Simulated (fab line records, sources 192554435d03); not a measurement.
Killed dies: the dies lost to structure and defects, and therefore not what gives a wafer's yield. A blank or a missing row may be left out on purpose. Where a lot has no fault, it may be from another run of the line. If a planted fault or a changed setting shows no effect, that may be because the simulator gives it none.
Matching of chambers || flow n5 finfet || pecvd-04 running N5_GATE_CUT_HM_DEP_46: 3 sister chambers
The step deposits SiO2 from TEOS/O2, target thk 130 nm, time 26.6 s. 30 wafers are shown with their chamber, then 12 later ones without.

== WAFERS WITH THEIR CHAMBER ==
{"wafer": "L074.3", "chamber": 0, "throttle valve pct (%)": 17.5, "showerhead vpp V (V)": 1984, "showerhead plenum p Torr (Torr)": 8.38}
{"wafer": "L074.4", "chamber": 0, "throttle valve pct (%)": 17.5, "showerhead vpp V (V)": 2030, "showerhead plenum p Torr (Torr)": 8.43}
{"wafer": "L074.6", "chamber": 1, "throttle valve pct (%)": 18.8, "showerhead vpp V (V)": 2119, "showerhead plenum p Torr (Torr)": 8.37}
{"wafer": "L077.1", "chamber": 1, "throttle valve pct (%)": 18.9, "showerhead vpp V (V)": 2093, "showerhead plenum p Torr (Torr)": 8.37}
{"wafer": "L077.2", "chamber": 0, "throttle valve pct (%)": 17.6, "showerhead vpp V (V)": 1980, "showerhead plenum p Torr (Torr)": 8.40}
{"wafer": "L077.6", "chamber": 0, "throttle valve pct (%)": 17.5, "showerhead vpp V (V)": 2016, "showerhead plenum p Torr (Torr)": 8.42}
{"wafer": "L078.3", "chamber": 1, "throttle valve pct (%)": 19.3, "showerhead vpp V (V)": 2086, "showerhead plenum p Torr (Torr)": 8.38}
{"wafer": "L078.5", "chamber": 0, "throttle valve pct (%)": 17.4, "showerhead vpp V (V)": 2010, "showerhead plenum p Torr (Torr)": 8.40}
{"wafer": "L078.6", "chamber": 1, "throttle valve pct (%)": 19.2, "showerhead vpp V (V)": 2081, "showerhead plenum p Torr (Torr)": 8.36}
{"wafer": "L079.2", "chamber": 2, "throttle valve pct (%)": 16.9, "showerhead vpp V (V)": 1897, "showerhead plenum p Torr (Torr)": 8.37}
{"wafer": "L079.3", "chamber": 0, "throttle valve pct (%)": 17.6, "showerhead vpp V (V)": 2029, "showerhead plenum p Torr (Torr)": 8.41}
{"wafer": "L079.6", "chamber": 1, "throttle valve pct (%)": 19.3, "showerhead vpp V (V)": 2149, "showerhead plenum p Torr (Torr)": 8.39}
{"wafer": "L080.1", "chamber": 2, "throttle valve pct (%)": 16.8, "showerhead vpp V (V)": 1884, "showerhead plenum p Torr (Torr)": 8.38}
{"wafer": "L080.2", "chamber": 1, "throttle valve pct (%)": 19.3, "showerhead vpp V (V)": 2058, "showerhead plenum p Torr (Torr)": 8.37}
{"wafer": "L080.3", "chamber": 0, "throttle valve pct (%)": 17.7, "showerhead vpp V (V)": 1975, "showerhead plenum p Torr (Torr)": 8.41}
{"wafer": "L081.1", "chamber": 1, "throttle valve pct (%)": 19.2, "showerhead vpp V (V)": 2054, "showerhead plenum p Torr (Torr)": 8.39}
{"wafer": "L081.3", "chamber": 0, "throttle valve pct (%)": 17.4, "showerhead vpp V (V)": 2015, "showerhead plenum p Torr (Torr)": 8.40}
{"wafer": "L081.6", "chamber": 0, "throttle valve pct (%)": 17.5, "showerhead vpp V (V)": 2027, "showerhead plenum p Torr (Torr)": 8.39}
{"wafer": "L083.3", "chamber": 1, "throttle valve pct (%)": 19.1, "showerhead vpp V (V)": 2085, "showerhead plenum p Torr (Torr)": 8.37}
{"wafer": "L083.4", "chamber": 1, "throttle valve pct (%)": 19.2, "showerhead vpp V (V)": 2093, "showerhead plenum p Torr (Torr)": 8.38}
{"wafer": "L083.6", "chamber": 2, "throttle valve pct (%)": 17.0, "showerhead vpp V (V)": 1859, "showerhead plenum p Torr (Torr)": 8.37}
{"wafer": "L085.2", "chamber": 2, "throttle valve pct (%)": 17.2, "showerhead vpp V (V)": 1892, "showerhead plenum p Torr (Torr)": 8.36}
{"wafer": "L085.3", "chamber": 1, "throttle valve pct (%)": 19.3, "showerhead vpp V (V)": 2061, "showerhead plenum p Torr (Torr)": 8.35}
{"wafer": "L085.4", "chamber": 0, "throttle valve pct (%)": 17.3, "showerhead vpp V (V)": 1981, "showerhead plenum p Torr (Torr)": 8.40}
{"wafer": "L086.1", "chamber": 1, "throttle valve pct (%)": 19.3, "showerhead vpp V (V)": 2096, "showerhead plenum p Torr (Torr)": 8.38}
{"wafer": "L086.2", "chamber": 0, "throttle valve pct (%)": 17.6, "showerhead vpp V (V)": 1980, "showerhead plenum p Torr (Torr)": 8.43}
{"wafer": "L086.3", "chamber": 0, "throttle valve pct (%)": 17.2, "showerhead vpp V (V)": 1997, "showerhead plenum p Torr (Torr)": 8.41}
{"wafer": "L087.1", "chamber": 1, "throttle valve pct (%)": 19.3, "showerhead vpp V (V)": 2065, "showerhead plenum p Torr (Torr)": 8.39}
{"wafer": "L087.4", "chamber": 0, "throttle valve pct (%)": 17.5, "showerhead vpp V (V)": 1972, "showerhead plenum p Torr (Torr)": 8.39}
{"wafer": "L087.5", "chamber": 2, "throttle valve pct (%)": 17.2, "showerhead vpp V (V)": 1900, "showerhead plenum p Torr (Torr)": 8.35}

SIGNATURES (averages over the wafers above)
{"reading": "throttle valve pct", "chamber 0": 17.485, "chamber 1": 19.183, "chamber 2": 17.020, "scatter within a chamber": 0.157}
{"reading": "showerhead vpp V", "chamber 0": 1999.69, "chamber 1": 2086.67, "chamber 2": 1886.40, "scatter within a chamber": 23.7}
{"reading": "showerhead plenum p Torr", "chamber 0": 8.4054, "chamber 1": 8.3750, "chamber 2": 8.3660, "scatter within a chamber": 0.0135}
Rule: distance of a wafer from a chamber = root of the sum over the readings of ((wafer's reading minus chamber's mean) / reading's scatter) squared. The wafer belongs to the nearest chamber; if the next one is less than 2 further off, it can't be placed. The scatter is the square root of a quotient: the sum, over the shown wafers, of each reading's squared deviation from its chamber's mean, divided by wafers minus chambers.

== WAFERS WITHOUT THEIR CHAMBER ==
{"wafer": "L093.2", "throttle valve pct (%)": 19.4, "showerhead vpp V (V)": 2080, "showerhead plenum p Torr (Torr)": 8.38}
{"wafer": "L093.4", "throttle valve pct (%)": 17.9, "showerhead vpp V (V)": 2018, "showerhead plenum p Torr (Torr)": 8.43}
{"wafer": "L093.5", "throttle valve pct (%)": 17.1, "showerhead vpp V (V)": 1901, "showerhead plenum p Torr (Torr)": 8.38}
{"wafer": "L092.1", "throttle valve pct (%)": 19.3, "showerhead vpp V (V)": 2070, "showerhead plenum p Torr (Torr)": 8.40}
{"wafer": "L092.2", "throttle valve pct (%)": 18.2, "showerhead vpp V (V)": 1989, "showerhead plenum p Torr (Torr)": 8.40}
{"wafer": "L092.5", "throttle valve pct (%)": 19.1, "showerhead vpp V (V)": 2069, "showerhead plenum p Torr (Torr)": 8.35}
{"wafer": "L094.3", "throttle valve pct (%)": 19.0, "showerhead vpp V (V)": 2109, "showerhead plenum p Torr (Torr)": 8.39}
{"wafer": "L094.4", "throttle valve pct (%)": 17.6, "showerhead vpp V (V)": 2007, "showerhead plenum p Torr (Torr)": 8.39}
{"wafer": "L094.5", "throttle valve pct (%)": 17.1, "showerhead vpp V (V)": 1901, "showerhead plenum p Torr (Torr)": 8.34}
{"wafer": "L095.2", "throttle valve pct (%)": 17.1, "showerhead vpp V (V)": 1869, "showerhead plenum p Torr (Torr)": 8.37}
{"wafer": "L095.3", "throttle valve pct (%)": 19.1, "showerhead vpp V (V)": 2125, "showerhead plenum p Torr (Torr)": 8.39}
{"wafer": "L095.5", "throttle valve pct (%)": 17.6, "showerhead vpp V (V)": 2013, "showerhead plenum p Torr (Torr)": 8.43}

== CHAMBER TAKEN BY EACH ==
{"wafer": "L093.2", "from the rows above": 1, "in truth": 1}
{"wafer": "L093.4", "from the rows above": 0, "in truth": 0}
{"wafer": "L093.5", "from the rows above": 2, "in truth": 2}
{"wafer": "L092.1", "from the rows above": 1, "in truth": 1}
{"wafer": "L092.2", "from the rows above": 0, "in truth": 0}
{"wafer": "L092.5", "from the rows above": 1, "in truth": 1}
{"wafer": "L094.3", "from the rows above": 1, "in truth": 1}
{"wafer": "L094.4", "from the rows above": 0, "in truth": 0}
{"wafer": "L094.5", "from the rows above": 2, "in truth": 2}
{"wafer": "L095.2", "from the rows above": 2, "in truth": 2}
{"wafer": "L095.3", "from the rows above": 1, "in truth": 1}
{"wafer": "L095.5", "from the rows above": 0, "in truth": 0}
Placed correctly: 12 of 12. Can't be placed from these rows: 0. Placed wrongly: 0.
